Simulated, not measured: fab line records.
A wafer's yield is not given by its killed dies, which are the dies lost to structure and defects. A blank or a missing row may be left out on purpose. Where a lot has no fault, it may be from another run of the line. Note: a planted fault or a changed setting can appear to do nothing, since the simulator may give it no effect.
Matching of chambers + flow nand_harc + NHARC_A_CHANNEL_HOLE_D2_DESCUM_15 on rie_diel-10: 4 sister chambers
The step chemistry O2, time 3 s. 4 wafers are shown with their chamber, then 9 later ones without.

WAFERS WITH THEIR CHAMBER
| wafer  | chamber | showerhead_plenum_p_Torr (Torr) |
|--------|---------|---------------------------------|
| L084.1 | 3       | 1.94                            |
| L084.6 | 1       | 1.80                            |
| L088.1 | 2       | 2.00                            |
| L088.5 | 0       | 1.93                            |

WAFERS WITH NO CHAMBER GIVEN
| wafer  | showerhead_plenum_p_Torr (Torr) |
|--------|---------------------------------|
| L091.1 | 1.79                            |
| L091.5 | 1.93                            |
| L091.6 | 1.93                            |
| L090.1 | 1.93                            |
| L090.2 | 1.93                            |
| L090.3 | 1.79                            |
| L094.1 | 1.93                            |
| L094.3 | 2.00                            |
| L094.4 | 1.93                            |

WHICH CHAMBER EACH ONE RAN IN
| wafer  | from the rows above | in truth                   |
|--------|---------------------|----------------------------|
| L091.1 | 1                   | 1                          |
| L091.5 | 0                   | 0                          |
| L091.6 | 0                   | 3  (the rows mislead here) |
| L090.1 | 0                   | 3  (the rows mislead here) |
| L090.2 | 0                   | 0                          |
| L090.3 | 1                   | 1                          |
| L094.1 | 0                   | 0                          |
| L094.3 | 2                   | 2                          |
| L094.4 | 0                   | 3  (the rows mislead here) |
Correctly placed: 6 of 9. Left unplaced by these rows: 0. Number placed wrongly: 3.
How it was worked out, from the rows above alone: a wafer's distance from a chamber is the root of the sum, over the readings, of the square of ((its reading less the chamber's mean) divided by the reading's scatter). The wafer belongs to the nearest chamber; if the next one is less than 2 further off, it can't be placed. For every chamber, the mean is computed from those of its wafers that are shown. The scatter (one wafer shown for each chamber): square how far every hidden wafer sits from the nearest shown wafer, average those squares and take the square root.
